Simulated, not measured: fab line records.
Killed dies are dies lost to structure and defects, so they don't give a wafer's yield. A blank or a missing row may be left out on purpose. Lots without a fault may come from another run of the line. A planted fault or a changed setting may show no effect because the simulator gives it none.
Matching of chambers + flow n5-finfet + N5_FIN_SAQP_ETCH_65 on rie-si-01: 4 sister chambers
The step etches SiO2 in CF4, target depth 4 nm, time 4.4 s. 22 wafers are shown with their chamber, then 11 later ones without.

== WAFERS PAIRED WITH THEIR CHAMBERS ==
| wafer  | chamber | drypump-motor-current-A (A) | throttle-valve-pct (%) | oes-product-au (a.u.) |
|--------|---------|-----------------------------|------------------------|-----------------------|
| L074.2 | 3       | 6.8                         | 21.94                  | 1.004                 |
| L074.5 | 2       | 5.5                         | 22.00                  | 1.029                 |
| L074.6 | 1       | 6.8                         | 21.91                  | 0.994                 |
| L077.1 | 2       | 5.5                         | 22.02                  | 1.032                 |
| L077.2 | 0       | 5.7                         | 22.18                  | 0.997                 |
| L077.5 | 1       | 6.7                         | 21.91                  | 0.977                 |
| L079.3 | 0       | 5.7                         | 22.18                  | 1.008                 |
| L079.5 | 2       | 5.5                         | 22.02                  | 1.042                 |
| L079.6 | 3       | 6.8                         | 21.96                  | 1.014                 |
| L082.1 | 2       | 5.5                         | 22.03                  | 1.031                 |
| L082.3 | 1       | 6.8                         | 21.88                  | 0.988                 |
| L082.4 | 0       | 5.7                         | 22.19                  | 1.007                 |
| L083.1 | 1       | 6.8                         | 21.91                  | 0.984                 |
| L083.4 | 3       | 6.8                         | 21.94                  | 1.016                 |
| L083.6 | 0       | 5.7                         | 22.16                  | 1.010                 |
| L086.1 | 0       | 5.7                         | 22.17                  | 1.002                 |
| L086.4 | 3       | 6.8                         | 21.96                  | 1.002                 |
| L086.6 | 2       | 5.5                         | 22.00                  | 1.038                 |
| L088.2 | 0       | 5.7                         | 22.18                  | 1.005                 |
| L088.4 | 1       | 6.8                         | 21.91                  | 0.989                 |
| L088.5 | 2       | 5.5                         | 22.02                  | 1.039                 |
| L089.2 | 1       | 6.8                         | 21.92                  | 0.995                 |

SIGNATURES (averages over the wafers above)
| reading                 | chamber 0 | chamber 1 | chamber 2 | chamber 3 | scatter within a chamber |
|-------------------------|-----------|-----------|-----------|-----------|--------------------------|
| drypump-motor-current-A | 5.700     | 6.783     | 5.500     | 6.800     | 0.0215                   |
| throttle-valve-pct      | 22.1767   | 21.9067   | 22.0150   | 21.9500   | 0.0121                   |
| oes-product-au          | 1.00483   | 0.98783   | 1.03517   | 1.00900   | 0.00585                  |
Rule: a wafer's distance from a chamber is the root of the sum, over the readings, of the square of ((its reading less the chamber's mean) divided by the reading's scatter). If the next closest chamber is less than 2 further off than the closest, the wafer can't be placed; otherwise it belongs to the closest. The scatter: take each reading less its chamber's mean, square it, sum over the shown wafers, divide by the number of wafers less the number of chambers, and take the root.

== WAFERS WHOSE CHAMBER IS MISSING ==
| wafer  | drypump-motor-current-A (A) | throttle-valve-pct (%) | oes-product-au (a.u.) |
|--------|-----------------------------|------------------------|-----------------------|
| L089.4 | 5.5                         | 22.02                  | 1.039                 |
| L089.5 | 5.7                         | 22.16                  | 1.023                 |
| L093.1 | 5.7                         | 22.17                  | 1.007                 |
| L093.3 | 6.8                         | 21.95                  | 0.994                 |
| L093.5 | 5.5                         | 22.00                  | 1.039                 |
| L094.1 | 5.7                         | 22.19                  | 1.013                 |
| L094.4 | 6.8                         | 21.91                  | 0.995                 |
| L094.5 | 6.7                         | 21.90                  | 0.994                 |
| L095.1 | 5.7                         | 22.19                  | 1.006                 |
| L095.2 | 5.5                         | 22.02                  | 1.038                 |
| L095.4 | 6.8                         | 21.92                  | 0.994                 |

== WHICH CHAMBER EACH ONE RAN IN ==
| wafer  | from the rows above     | in truth |
|--------|-------------------------|----------|
| L089.4 | 2                       | 2        |
| L089.5 | 0                       | 0        |
| L093.1 | 0                       | 0        |
| L093.3 | can't be placed: 3 or 1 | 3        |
| L093.5 | 2                       | 2        |
| L094.1 | 0                       | 0        |
| L094.4 | 1                       | 1        |
| L094.5 | 1                       | 1        |
| L095.1 | 0                       | 0        |
| L095.2 | 2                       | 2        |
| L095.4 | can't be placed: 1 or 3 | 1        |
Placed correctly: 9 of 11. These rows do not allow placing 2 (true chamber among the candidates in 2). Placed wrongly: 0.
